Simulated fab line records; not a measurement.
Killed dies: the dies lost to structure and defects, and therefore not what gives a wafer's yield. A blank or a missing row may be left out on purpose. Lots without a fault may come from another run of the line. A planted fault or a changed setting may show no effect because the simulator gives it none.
Matching of chambers ; flow n5-finfet ; ald-metal-02 running N5_BEOL_M11_ALD_74: 4 sister chambers
The step deposits TaN, target thk 2 nm, pulse time 2 s, purge time 3 s. 4 wafers are shown with their chamber, then 7 later ones without.

EACH WAFER AND ITS CHAMBER
wafer;chamber;heater-power-w (W)
L772.1;0;485
L772.6;1;378
L773.3;3;436
L773.4;2;372

WAFERS MISSING THEIR CHAMBER
wafer;heater-power-w (W)
L773.6;426
L774.2;423
L774.4;376
L774.6;488
L779.2;380
L779.3;368
L779.5;385

THE CHAMBER EACH PASSED THROUGH
wafer;from the rows above;in truth
L773.6;3;3
L774.2;3;3
L774.4;can't be placed: 1 or 2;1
L774.6;0;0
L779.2;can't be placed: 1 or 2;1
L779.3;can't be placed: 2 or 1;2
L779.5;can't be placed: 1 or 2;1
Correct placement for 3 of the 7. Can't be placed from these rows: 4 (the true chamber is among the candidates in 4). Number placed wrongly: 0.
How it was worked out, from the rows above alone: a wafer's distance from a chamber is the root of the sum, over the readings, of the square of ((its reading less the chamber's mean) divided by the reading's scatter). The wafer belongs to the nearest chamber; if the next one is less than 2 further off, it can't be placed. For every chamber, the mean is computed from those of its wafers that are shown. The scatter: root of mean squared gap, hidden wafer to nearest shown wafer, with one shown wafer a chamber.
